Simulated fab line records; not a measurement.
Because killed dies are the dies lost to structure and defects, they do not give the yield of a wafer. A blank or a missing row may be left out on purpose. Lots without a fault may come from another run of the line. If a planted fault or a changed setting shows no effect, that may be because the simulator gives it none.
fab line records ; flow nand_harc
record lots=12; wafers=36; last_day=24
route steps=1159 shown A_M0@1016 THIN_TSV@1118 END@1159
lots with no fault: from the same line, run without faults
start_h: hours from the record's opening day to when the first of the lot's shown wafers began ; wait_h: hours from the lot's prior step to this one ; " repeats the value in the row above ; L1.1+2: one row covering several wafers at once ; - no value, or no start was given ; * or withheld: withheld ; < > ~ a bound
route shown NAME@n: names a module that has steps shown in the file, with the first one's number in the route ; usual: the fault-free wafers' mean and standard deviation ; same: alike in all rows ; chamber/n: place in a boat ; sites: each site's reading ; _std_site: the standard deviation of these ; _edge_site: inner sites' mean taken away from outer sites' mean ; radius_mm: how far each site lies from the wafer's centre ; mask NAME#n: copy n ; behind: the most recent tool/chamber to have shaped the wafer ; hold: why the lot went on hold/how many hours it stayed there/how the hold came to an end ; device: the transistor (n, p or np) that didn't switch ; end of line: the same wafers' tests at the end of the route ; a step with no rows: only its recipe ; killed: at the first sort, the dies lost to defects and structure; wafer yield is something else ; map: shows each die of a wafer: x if killed, . if not, _ if none is there
set.NAME: the run value of the setting; set.NAME@STEP: its run value at that earlier step ; model.NAME: the simulator's own value behind a step, which no gauge read
the route's steps for a sample of lots (tables are steps, rows are wafers)
services: when a tool's chamber went out of use (start_h, in hours from the record's first day, below 0 if earlier), for how many hours, and the reason
## steps
# step NHARC_A_M0_PVD_21
# recipe target_thk_a=300; chamber_pressure_pa=5; power_w=5000; substrate_temp_c=30; time_s=20.49; material=Cu
# usual throttle_valve_pct=29.8/1.5
lot.wafer;tool;chamber;start_h;wait_h;throttle_valve_pct
L532.1;pvd_sputter-03;-;400.91;-;28.2
L532.2;pvd_sputter-03;-;400.91;-;30.2
L532.3;pvd_sputter-03;-;400.91;-;30.4
L535.2;pvd_sputter-03;-;404.30;-;31.4
L535.3;pvd_sputter-03;-;404.30;-;28.0
L535.5;pvd_sputter-03;-;404.30;-;31.0
L533.3;pvd_sputter-03;-;411.34;-;30.4
L533.2;pvd_sputter-03;-;411.34;-;31.3
L533.5;pvd_sputter-03;-;411.34;-;28.0
L534.1;pvd_sputter-02;-;411.91;-;30.3
L534.2;pvd_sputter-02;-;411.91;-;29.3
L534.3;pvd_sputter-02;-;411.91;-;31.0
L538.1;pvd_sputter-03;-;428.95;-;30.3
L538.2;pvd_sputter-03;-;428.95;-;31.0
L538.4;pvd_sputter-03;-;428.95;-;28.2
L537.2;pvd_sputter-02;-;429.38;-;29.2
L537.5;pvd_sputter-02;-;429.38;-;29.3
L537.6;pvd_sputter-02;-;429.38;-;30.9
L539.3;pvd_sputter-01;-;440.06;-;32.2
L539.6;pvd_sputter-01;-;440.06;-;32.1
L539.5;pvd_sputter-01;-;440.06;-;27.1
L540.4;pvd_sputter-01;-;450.48;-;27.1
L540.1;pvd_sputter-01;-;450.48;-;29.2
L540.5;pvd_sputter-01;-;450.48;-;29.2
L541.1;pvd_sputter-03;-;451.24;-;31.2
L541.5;pvd_sputter-03;-;451.24;-;28.2
L541.6;pvd_sputter-03;-;451.24;-;30.1
L545.3;pvd_sputter-01;-;455.43;-;30.3
L545.6;pvd_sputter-01;-;455.43;-;32.6
L545.5;pvd_sputter-01;-;455.43;-;27.0
L544.1;pvd_sputter-01;-;472.01;-;30.4
L544.3;pvd_sputter-01;-;472.01;-;27.0
L544.2;pvd_sputter-01;-;472.01;-;29.1
L554.1;pvd_sputter-02;-;534.83;-;30.8
L554.5;pvd_sputter-02;-;534.83;-;30.5
L554.6;pvd_sputter-02;-;534.83;-;30.5
# step NHARC_THIN_TSV_DESCUM_14
# recipe time_s=3; o2_flow_sccm=200; ar_flow_sccm=0; bias_power_w=0; chemistry=O2
# usual drypump_motor_current_A=6.0/0.46; oes_product_au=0.995/0.0096; rf_vpp_V=57.6/0.84; showerhead_plenum_p_Torr=1.91/0.071; throttle_valve_pct=11.312/0.0092
lot.wafer;tool;chamber;start_h;wait_h;drypump_motor_current_A;oes_product_au;rf_hours_counter_h;rf_vpp_V;showerhead_plenum_p_Torr;throttle_valve_pct
L532.3;rie_diel-01;1;424.46;-;6.3;0.994;7;56.6;2.00;11.308
L532.1;rie_diel-01;2;424.46;-;4.8;1.000;7;58.2;1.88;11.319
L532.2;rie_diel-01;3;424.46;-;6.5;1.011;7;56.1;1.82;11.311
L535.3;rie_diel-10;1;425.47;-;6.1;1.002;6;57.1;1.89;11.322
L535.2;rie_diel-10;2;425.47;-;5.5;0.992;8;57.5;1.92;11.308
L535.5;rie_diel-10;3;425.47;-;6.0;0.992;-;57.5;1.83;11.306
L534.3;rie_diel-01;1;437.10;-;6.3;0.996;8;58.5;2.00;11.318
L534.2;rie_diel-01;3;437.10;-;6.5;1.016;7;57.6;1.82;11.302
L534.1;rie_diel-01;0;437.10;-;6.4;0.999;7;56.4;2.00;11.311
L533.2;rie_diel-10;3;438.16;-;6.0;0.982;9;57.3;1.83;11.308
L533.3;rie_diel-10;1;438.16;-;6.1;0.991;8;56.3;1.89;11.315
L533.5;rie_diel-10;3;438.16;-;6.0;0.980;-;58.1;1.83;11.304
L538.2;rie_diel-12;1;452.75;-;5.8;0.984;4;57.5;1.93;11.304
L538.4;rie_diel-12;2;452.75;-;6.4;1.004;5;59.1;2.05;11.306
L538.1;rie_diel-12;3;452.75;-;6.7;0.996;4;56.7;1.96;11.310
L537.2;rie_diel-10;0;453.79;-;5.8;0.988;10;57.5;1.85;11.307
L537.6;rie_diel-10;1;453.79;-;6.1;1.000;-;56.7;1.89;11.316
L537.5;rie_diel-10;2;453.79;-;5.5;0.990;-;57.8;1.92;11.294
L539.3;rie_diel-10;1;467.00;-;6.1;0.998;11;57.8;1.89;11.320
L539.6;rie_diel-10;2;467.00;-;5.5;1.002;-;57.2;1.92;11.320
L539.5;rie_diel-10;3;467.00;-;6.0;1.000;-;58.1;1.83;11.314
L540.4;rie_diel-10;0;476.36;-;5.8;0.997;13;57.8;1.85;11.298
L540.1;rie_diel-10;2;476.36;-;5.5;1.007;14;58.2;1.91;11.320
L540.5;rie_diel-10;1;476.36;-;6.1;0.997;-;58.6;1.89;11.329
L541.1;rie_diel-10;0;477.99;-;5.8;0.996;13;56.5;1.85;11.298
L541.5;rie_diel-10;2;477.99;-;5.5;1.000;-;58.4;1.91;11.308
L541.6;rie_diel-10;3;477.99;-;6.0;0.990;-;58.3;1.83;11.327
L545.3;rie_diel-01;2;480.49;-;4.9;0.999;11;56.1;1.88;11.323
L545.5;rie_diel-01;3;480.49;-;6.5;1.015;-;58.8;1.82;11.320
L545.6;rie_diel-01;0;480.49;-;6.4;1.007;-;58.1;2.00;11.314
L544.1;rie_diel-10;2;498.25;-;5.5;0.990;17;58.0;1.91;11.295
L544.3;rie_diel-10;0;498.25;-;5.8;0.995;16;57.7;1.85;11.306
L554.1;rie_diel-10;0;559.62;-;5.8;0.987;2;56.3;1.85;11.323
L554.5;rie_diel-10;0;559.62;-;5.8;0.996;-;58.1;1.85;11.307
L554.6;rie_diel-10;1;559.62;-;6.1;0.996;-;58.2;1.89;11.324
# step NHARC_THIN_TSV_STRIP_62
# recipe power_w=1500; temp_c=250; time_s=20; chemistry=N2/H2
# usual drypump_motor_current_A=5.80/0.25; heater_power_w=328/39
lot.wafer;tool;chamber;start_h;wait_h;drypump_motor_current_A;heater_power_w;rf_hours_counter_h
L532.2;plasma_asher-02;1;426.90;-;5.57;322;20
L532.1;plasma_asher-02;0;426.90;-;5.96;345;20
L532.3;plasma_asher-02;1;426.90;-;5.57;315;-
L535.2;plasma_asher-02;0;428.24;-;5.97;341;20
L535.3;plasma_asher-02;1;428.24;-;5.56;324;-
L535.5;plasma_asher-02;1;428.24;-;5.51;315;-
L534.2;plasma_asher-01;1;439.54;-;6.18;276;53
L534.1;plasma_asher-01;0;439.54;-;5.47;380;53
L534.3;plasma_asher-01;1;439.54;-;6.18;268;-
L533.2;plasma_asher-02;1;440.73;-;5.55;328;24
L533.3;plasma_asher-02;1;440.73;-;5.62;323;-
L533.5;plasma_asher-02;0;440.73;-;5.96;341;-
L538.1;plasma_asher-02;1;455.52;-;5.62;320;33
L538.2;plasma_asher-02;0;455.52;-;5.96;338;33
L538.4;plasma_asher-02;0;455.52;-;5.96;339;-
L537.2;plasma_asher-02;1;456.32;-;5.62;319;33
L537.5;plasma_asher-02;0;456.32;-;5.97;331;-
L537.6;plasma_asher-02;1;456.32;-;5.63;319;-
L539.3;plasma_asher-02;1;469.67;-;5.64;326;-
L539.5;plasma_asher-02;0;469.67;-;5.95;340;-
L539.6;plasma_asher-02;1;469.67;-;5.61;327;-
L540.1;plasma_asher-02;1;479.15;-;5.63;316;46
L540.4;plasma_asher-02;1;479.15;-;5.62;321;-
L540.5;plasma_asher-02;0;479.15;-;5.95;336;-
L541.1;plasma_asher-02;1;480.44;-;5.61;327;47
L541.6;plasma_asher-02;0;480.44;-;5.95;328;-
L541.5;plasma_asher-02;1;480.44;-;5.59;325;-
L545.3;plasma_asher-02;0;483.08;-;5.96;337;-
L545.6;plasma_asher-02;1;483.08;-;5.60;324;-
L545.5;plasma_asher-02;0;483.08;-;5.96;343;-
L544.1;plasma_asher-02;0;500.73;-;5.95;346;55
L544.3;plasma_asher-02;0;500.73;-;5.96;342;-
L554.1;plasma_asher-02;1;562.10;-;5.63;328;5
L554.6;plasma_asher-02;0;562.10;-;5.94;350;-
L554.5;plasma_asher-02;1;562.10;-;5.60;332;-
# step NHARC_THIN_TSV_CD_MEAS_37
# usual cd_nm=5000.5/2.8
lot.wafer;tool;chamber;start_h;wait_h;cd_nm
L532.1;cd_sem-02;-;431.68;-;5003.9
L532.2;cd_sem-02;-;431.68;-;5004.9
L532.3;cd_sem-02;-;431.68;-;5003.3
L535.2;cd_sem-03;-;432.85;-;5001.9
L535.3;cd_sem-03;-;432.85;-;5005.9
L535.5;cd_sem-03;-;432.85;-;5000.1
L534.1;cd_sem-02;-;444.66;-;4994.5
L534.2;cd_sem-02;-;444.66;-;4996.3
L534.3;cd_sem-02;-;444.66;-;4998.2
L533.2;cd_sem-03;-;445.57;-;5002.1
L533.3;cd_sem-03;-;445.57;-;5001.5
L533.5;cd_sem-03;-;445.57;-;5002.6
L538.1;cd_sem-01;-;460.82;-;5002.2
L538.2;cd_sem-01;-;460.82;-;5001.5
L538.4;cd_sem-01;-;460.82;-;5001.7
L537.2;cd_sem-02;-;461.12;-;4997.2
L537.5;cd_sem-02;-;461.12;-;4997.6
L537.6;cd_sem-02;-;461.12;-;4998.1
L539.3;cd_sem-03;-;474.53;-;4999.1
L539.5;cd_sem-03;-;474.53;-;4998.9
L539.6;cd_sem-03;-;474.53;-;4999.6
L540.1;cd_sem-01;-;483.86;-;5000.1
L540.4;cd_sem-01;-;483.86;-;4998.8
L540.5;cd_sem-01;-;483.86;-;5001.3
L541.1;cd_sem-02;-;485.16;-;5008.1
L541.5;cd_sem-02;-;485.16;-;5003.0
L541.6;cd_sem-02;-;485.16;-;5003.9
L545.3;cd_sem-02;-;487.79;-;4994.2
L545.5;cd_sem-02;-;487.79;-;4997.7
L545.6;cd_sem-02;-;487.79;-;5000.6
L544.1;cd_sem-01;-;505.36;-;5003.5
L544.3;cd_sem-01;-;505.36;-;5005.8
L554.1;cd_sem-01;-;566.83;-;5002.2
L554.5;cd_sem-01;-;566.83;-;5004.4
L554.6;cd_sem-01;-;566.83;-;5003.8
# step NHARC_END_SORT_01
# recipe temp_c=25
# usual defect_limited_yield=95.6/1.6; killed_at_array=26/10; killed_at_other=0.5/0.87; killed_at_periphery=3.0/2.5; killed_dies=29/11; killed_open=3.3/1.9; killed_short=1.8/1.5; sort_bin_2_pct=1.3/0.63; sort_bin_3_pct=0.25/0.22; sort_bin_4_pct=2.8/1.1; sort_n_pass=648/11; sort_rim_yield_pct=96.5/2.6; sort_yield_pct=95.6/1.6
# same gross_dies=677; sort_bin_5_pct[%]=0; sort_bin_6_pct[%]=0; sort_bin_7_pct[%]=0; sort_bin_8_pct[%]=0; sort_rim_n_gross=106.00
lot.wafer;tool;chamber;start_h;wait_h;defect_limited_yield[%];killed_at_array;killed_at_other;killed_at_periphery;killed_dies;killed_open;killed_short;sort_bin_2_pct[%];sort_bin_3_pct[%];sort_bin_4_pct[%];sort_n_pass;sort_rim_yield_pct[%];sort_yield_pct[%]
L535.2;prober-01;0;442.81;2.8;97.5;14;0;3;17;4;2;0.9;0.15;1.5;660;99.1;97.5
L535.3;prober-01;0;443.61;3.1;97.3;13;0;5;18;3;2;0.6;0;2.1;659;100.0;97.3
L535.5;prober-01;0;445.20;3.7;97.8;12;1;2;15;1;1;0.6;0;1.6;662;100.0;97.8
L534.1;prober-02;0;452.54;2.5;99.0;7;0;0;7;3;1;0.1;0.15;0.7;670;100.0;99.0
L534.2;prober-02;0;453.34;2.8;97.6;12;1;3;16;2;3;0.4;0;1.9;661;96.2;97.6
L534.3;prober-02;0;454.14;3.1;97.5;16;0;1;17;8;4;0.6;0.15;1.8;660;99.1;97.5
L533.2;prober-01;0;461.14;2.8;96.6;22;1;0;23;1;1;1.2;0.15;2.1;654;98.1;96.6
L533.3;prober-01;0;461.94;3.1;93.9;40;1;0;41;7;3;0.9;0;5.2;636;97.2;93.9
L533.5;prober-01;0;463.53;3.7;96.6;20;0;3;23;5;1;0.7;0.15;2.5;654;97.2;96.6
L541.1;prober-01;0;491.30;2.5;96.3;22;0;3;25;2;2;1.0;0.15;2.5;652;96.2;96.3
L541.5;prober-01;0;494.47;3.7;95.9;21;5;2;28;5;2;1.5;0.44;2.2;649;95.3;95.9
L541.6;prober-01;0;495.27;4.0;95.0;29;0;5;34;3;3;1.9;0.15;3.0;643;97.2;95.0
L540.1;prober-02;0;491.31;2.5;96.3;23;0;2;25;1;6;0.6;0.30;2.8;652;99.1;96.3
L540.4;prober-02;0;493.73;3.4;96.0;27;0;0;27;4;2;1.6;0.15;2.2;650;99.1;96.0
L540.5;prober-02;0;494.53;3.7;96.9;19;0;2;21;3;1;1.0;0;2.1;656;98.1;96.9
L545.3;prober-01;0;500.70;3.1;97.0;16;0;4;20;4;0;0.9;0.15;1.9;657;95.3;97.0
L545.5;prober-01;0;502.31;3.7;97.5;13;0;4;17;8;3;0.4;0.15;1.9;660;98.1;97.5
L545.6;prober-01;0;503.12;4.0;98.8;5;1;2;8;3;0;0.3;0;0.9;669;99.1;98.8
L544.1;prober-02;0;511.50;2.5;93.1;40;0;7;47;2;2;2.5;0.15;4.3;630;93.4;93.1
L544.2;prober-02;0;512.30;2.8;0.6;663;0;10;673;3;1;94.4;0.15;4.9;4;0.9;0.6
L544.3;prober-02;0;513.09;3.1;93.6;30;0;13;43;2;0;1.9;0.44;4.0;634;98.1;93.6
L554.1;prober-02;0;574.36;2.5;95.7;28;0;1;29;2;0;1.3;0.15;2.8;648;98.1;95.7
L554.5;prober-02;0;577.47;3.6;94.5;34;1;2;37;1;5;2.1;0.59;2.8;640;92.5;94.5
L554.6;prober-02;0;578.25;3.9;92.8;46;2;1;49;4;4;2.4;0.89;4.0;628;93.4;92.8
# killed by level:class
L535.2 A_CHANNEL_FILL_D1:chamber_film_flake=5 A_CONTACT:chamber_film_flake=4 P_CONTACT:geometric_particle:open=1 P_M0:geometric_particle:open=1 A_ONON_D1:geometric_particle:short=1 A_CHANNEL_FILL_D1:geometric_particle:short=1 A_SGD_CUT:geometric_particle:open=1 A_M0:geometric_particle:open=1
L535.3 A_CONTACT:chamber_film_flake=3 P_ZERO_WELL:chamber_film_flake=2 A_CHANNEL_HOLE_D1:chamber_film_flake=2 A_CHANNEL_FILL_D1:chamber_film_flake=2 A_WL_FILL:chamber_film_flake=2 P_M2:geometric_particle:short=1 A_SOURCE_PLATE:geometric_particle:open=1 A_CHANNEL_FILL_D1:geometric_particle:open=1
L535.5 A_CONTACT:chamber_film_flake=5 A_CHANNEL_HOLE_D1:chamber_film_flake=3 P_ZERO_WELL:chamber_film_flake=2 A_CHANNEL_FILL_D1:chamber_film_flake=2 A_SGD_CUT:geometric_particle:open=1 A_M0:geometric_particle:short=1 HYBRID_BOND:chamber_film_flake=1
L534.1 A_ONON_D1:geometric_particle:open=2 A_WL_FILL:geometric_particle:short=1 A_CONTACT:geometric_particle:open=1 A_CHANNEL_HOLE_D1:chamber_film_flake=1 A_WL_FILL:chamber_film_flake=1 A_CONTACT:chamber_film_flake=1
L534.2 A_CONTACT:chamber_film_flake=4 A_CHANNEL_FILL_D1:geometric_particle:short=2 A_CHANNEL_HOLE_D1:chamber_film_flake=2 A_CHANNEL_FILL_D1:chamber_film_flake=2 P_CONTACT:geometric_particle:open=1 P_CONTACT:geometric_particle:short=1 A_CONTACT:geometric_particle:open=1 P_GATE:chamber_film_flake=1
L534.3 A_CONTACT:geometric_particle:open=3 A_CHANNEL_FILL_D1:geometric_particle:open=2 A_CONTACT:geometric_particle:short=2 A_CHANNEL_HOLE_D1:chamber_film_flake=2 A_CHANNEL_FILL_D1:chamber_film_flake=2 P_M0:geometric_particle:open=1 A_CHANNEL_FILL_D1:geometric_particle:short=1 A_WL_FILL:geometric_particle:short=1
L533.2 A_CHANNEL_HOLE_D1:chamber_film_flake=7 A_SLIT:chamber_film_flake=6 A_CONTACT:chamber_film_flake=3 A_ZERO_WELL:chamber_film_flake=2 A_WL_FILL:chamber_film_flake=2 A_ONON_D1:geometric_particle:short=1 A_M0:geometric_particle:open=1 THIN_TSV:chamber_film_flake=1
L533.3 A_CHANNEL_HOLE_D1:chamber_film_flake=16 A_SLIT:chamber_film_flake=6 A_WL_FILL:chamber_film_flake=4 A_CONTACT:geometric_particle:open=3 A_CONTACT:geometric_particle:short=2 A_M1:geometric_particle:open=2 A_ZERO_WELL:chamber_film_flake=2 A_CONTACT:chamber_film_flake=2
L533.5 A_CHANNEL_HOLE_D1:chamber_film_flake=7 A_SLIT:chamber_film_flake=5 A_CONTACT:chamber_film_flake=3 A_CONTACT:geometric_particle:open=2 P_GATE:geometric_particle:open=1 P_CONTACT:geometric_particle:short=1 P_CONTACT:geometric_particle:open=1 A_CHANNEL_FILL_D1:geometric_particle:open=1
L541.1 A_SLIT:chamber_film_flake=14 A_CHANNEL_HOLE_D1:chamber_film_flake=3 A_BLC:geometric_particle:short=2 P_CONTACT:geometric_particle:open=1 P_M1:geometric_particle:open=1 P_GATE:chamber_film_flake=1 A_STAIRCASE:chamber_film_flake=1 A_WL_FILL:chamber_film_flake=1
L540.1 A_CHANNEL_HOLE_D1:chamber_film_flake=13 A_CONTACT:chamber_film_flake=3 A_CHANNEL_FILL_D1:geometric_particle:short=2 P_STI:geometric_particle:short=1 P_CONTACT:geometric_particle:short=1 A_WL_FILL:geometric_particle:short=1 A_CONTACT:geometric_particle:open=1 A_CONTACT:geometric_particle:short=1
L540.4 A_CHANNEL_HOLE_D1:chamber_film_flake=17 A_M0:geometric_particle:open=2 A_CONTACT:chamber_film_flake=2 A_CHANNEL_FILL_D1:geometric_particle:open=1 A_WL_FILL:geometric_particle:short=1 A_CONTACT:geometric_particle:open=1 A_CONTACT:geometric_particle:short=1 A_STAIRCASE:chamber_film_flake=1
L541.5 A_SLIT:chamber_film_flake=9 A_CHANNEL_HOLE_D1:chamber_film_flake=3 A_STAIRCASE:chamber_film_flake=3 THIN_TSV:chamber_film_flake=3 STARTING-WAFER:geometric_particle:open=2 P_CONTACT:geometric_particle:short=1 A_CHANNEL_FILL_D1:geometric_particle:open=1 A_SLIT:geometric_particle:open=1
L540.5 A_CHANNEL_HOLE_D1:chamber_film_flake=14 A_WL_FILL:geometric_particle:open=2 P_M0:geometric_particle:open=1 A_SGD_CUT:geometric_particle:short=1 P_STI:chamber_film_flake=1 A_CONTACT:chamber_film_flake=1 A_BONDPAD:chamber_film_flake=1
L541.6 A_SLIT:chamber_film_flake=14 A_CHANNEL_HOLE_D1:chamber_film_flake=7 A_WL_FILL:chamber_film_flake=4 P_STI:chamber_film_flake=2 P_GATE:geometric_particle:short=1 P_M0:geometric_particle:short=1 P_M0:geometric_particle:open=1 A_SOURCE_PLATE:geometric_particle:short=1
L545.3 A_CONTACT:chamber_film_flake=7 A_CHANNEL_HOLE_D1:chamber_film_flake=3 A_CONTACT:geometric_particle:open=2 P_ZERO_WELL:chamber_film_flake=2 A_STAIRCASE:chamber_film_flake=2 P_M0:geometric_particle:open=1 A_WL_FILL:geometric_particle:open=1 P_STI:chamber_film_flake=1
L545.5 A_CONTACT:chamber_film_flake=3 A_SGD_CUT:geometric_particle:open=2 A_CONTACT:geometric_particle:open=2 P_M0:geometric_particle:open=1 P_M1:geometric_particle:short=1 A_ONON_D1:geometric_particle:open=1 A_CHANNEL_FILL_D1:geometric_particle:short=1 A_SGD_CUT:geometric_particle:short=1
L545.6 A_CONTACT:chamber_film_flake=2 P_CONTACT:geometric_particle:open=1 A_CONTACT:geometric_particle:open=1 A_BLC:geometric_particle:open=1 P_STI:chamber_film_flake=1 A_CHANNEL_HOLE_D1:chamber_film_flake=1 THIN_TSV:chamber_film_flake=1
L544.1 A_CHANNEL_HOLE_D1:chamber_film_flake=23 A_SLIT:chamber_film_flake=10 P_CONTACT:chamber_film_flake=4 P_STI:chamber_film_flake=2 A_CONTACT:chamber_film_flake=2 A_CHANNEL_FILL_D1:geometric_particle:short=1 A_STAIRCASE:geometric_particle:open=1 A_WL_FILL:geometric_particle:short=1
L544.2 A_M0:area_pvd=616 A_SLIT:chamber_film_flake=22 A_CHANNEL_HOLE_D1:chamber_film_flake=18 P_STI:chamber_film_flake=5 A_M0:geometric_particle:open=2 P_GATE:chamber_film_flake=2 P_CONTACT:chamber_film_flake=2 A_CONTACT:chamber_film_flake=2
L544.3 A_SLIT:chamber_film_flake=16 A_CHANNEL_HOLE_D1:chamber_film_flake=12 P_STI:chamber_film_flake=5 P_M2:chamber_film_flake=3 P_CONTACT:chamber_film_flake=2 P_CONTACT:geometric_particle:open=1 P_M1:geometric_particle:open=1 P_GATE:chamber_film_flake=1
L554.1 A_SLIT:chamber_film_flake=13 A_CHANNEL_HOLE_D1:chamber_film_flake=5 A_STAIRCASE:chamber_film_flake=5 A_WL_FILL:chamber_film_flake=2 A_CONTACT:geometric_particle:open=1 A_M1:geometric_particle:open=1 P_M2:chamber_film_flake=1 A_CONTACT:chamber_film_flake=1
L554.5 A_SLIT:chamber_film_flake=18 A_CHANNEL_HOLE_D1:chamber_film_flake=4 A_STAIRCASE:chamber_film_flake=3 A_CONTACT:chamber_film_flake=3 A_WL_FILL:geometric_particle:short=2 A_M0:geometric_particle:short=2 P_M0:geometric_particle:open=1 A_CONTACT:geometric_particle:short=1
L554.6 A_SLIT:chamber_film_flake=21 A_STAIRCASE:chamber_film_flake=8 A_CHANNEL_HOLE_D1:chamber_film_flake=6 A_CHANNEL_FILL_D1:geometric_particle:short=3 A_CHANNEL_FILL_D1:chamber_film_flake=3 THIN_TSV:chamber_film_flake=2 P_GATE:geometric_particle:open=1 A_ONON_D1:geometric_particle:open=1
## services
tool;chamber;start_h;hours;kind
rie_diel-12;-;379.43;9.0;pm
pvd_sputter-02;-;393.43;10.0;pm
rie_diel-01;1;405.93;4.3;repair
pvd_sputter-02;-;420.11;0.6;repair
rie_diel-10;1;434.23;1.6;repair
plasma_asher-01;-;444.21;19.7;repair
pvd_sputter-02;-;446.17;0.8;repair
pvd_sputter-03;-;458.00;10.0;pm
plasma_asher-01;-;463.95;9.0;pm
pvd_sputter-02;-;467.44;6.9;repair
rie_diel-12;2;487.17;6.4;repair
rie_diel-01;-;491.84;9.0;pm
plasma_asher-01;-;494.67;2.6;repair
pvd_sputter-02;-;507.50;2.0;repair
pvd_sputter-01;-;521.16;2.6;repair
rie_diel-12;2;522.60;8.2;repair
rie_diel-01;3;530.24;20.2;repair
rie_diel-10;-;530.51;9.0;pm
plasma_asher-02;-;537.00;9.0;pm
plasma_asher-02;0;537.00;9.0;vent_cycle
plasma_asher-02;1;537.00;9.0;vent_cycle
pvd_sputter-01;-;547.13;10.0;pm
pvd_sputter-02;-;547.36;4.1;repair
rie_diel-12;-;556.43;9.0;pm
## key
first_sign step=NHARC_END_SORT_01; reading=sort_bin_2_pct; direction=up; sigmas=99+; usual=1.3; struck=94.4
effect step=NHARC_END_SORT_01; reading=killed_at_array; direction=up; sigmas=64; usual=26; struck=663
more_kills_born_at NHARC_A_M0_PVD_21@pvd_sputter-01=616
met_at NHARC_A_M0_PVD_21
struck_lots L544
struck_wafers L544.2
later_rows_left_out L544.2
not_acting_at NHARC_THIN_TSV_DESCUM_14,NHARC_THIN_TSV_STRIP_62,NHARC_THIN_TSV_CD_MEAS_37
onset_between 450.48 472.01
fault kind=process_parameter_drift; tool=pvd_sputter-01; chamber=-; onset_h=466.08; steps=NHARC_A_M0_PVD_21; channel=target_thk_a; offset=*; shape=step; end_h=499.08; acts_in=*; stated=*; scope=struck_wafers_only
# later_rows_left_out: the simulator's readings of these wafers behind a module that went badly wrong aren't trusted and aren't shown, but for the sort
